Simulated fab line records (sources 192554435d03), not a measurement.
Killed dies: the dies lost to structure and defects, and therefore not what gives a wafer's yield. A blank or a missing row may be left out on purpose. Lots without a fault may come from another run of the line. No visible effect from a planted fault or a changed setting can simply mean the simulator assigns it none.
Chamber matching -- flow n5_finfet -- rie_diel-06 running N5_BEOL_M8_ETCH_61: 4 sister chambers
The step etches SiARC in CF4, target depth 45.5 nm, time 75.8 s. 4 wafers are shown with their chamber, then 9 later ones without.

WAFERS WITH THEIR CHAMBER
wafer,chamber,drypump_motor_current_A (A)
L080.1,3,5.4
L080.5,0,5.8
L085.5,1,5.8
L085.6,2,6.8

WAFERS MISSING THEIR CHAMBER
wafer,drypump_motor_current_A (A)
L091.1,5.7
L091.4,6.8
L091.5,5.8
L093.1,5.8
L093.4,5.4
L093.6,5.8
L094.1,5.4
L094.5,5.4
L094.6,5.7

WHICH CHAMBER EACH WENT THROUGH
wafer,from the rows above,in truth
L091.1,can't be placed: 0 or 1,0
L091.4,2,2
L091.5,can't be placed: 0 or 1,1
L093.1,can't be placed: 0 or 1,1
L093.4,3,3
L093.6,can't be placed: 0 or 1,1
L094.1,3,3
L094.5,3,3
L094.6,can't be placed: 0 or 1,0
Placed correctly: 4 of 9. Not placeable from these rows: 5 (in 5, the candidates include the true chamber). Number placed wrongly: 0.
How it was worked out, from the rows above alone: a wafer's distance from a chamber is the root of the sum, over the readings, of the square of ((its reading less the chamber's mean) divided by the reading's scatter). If the next closest chamber is less than 2 further off than the closest, the wafer can't be placed; otherwise it belongs to the closest. For every chamber, the mean is computed from those of its wafers that are shown. The scatter: root of mean squared gap, hidden wafer to nearest shown wafer, with one shown wafer a chamber.
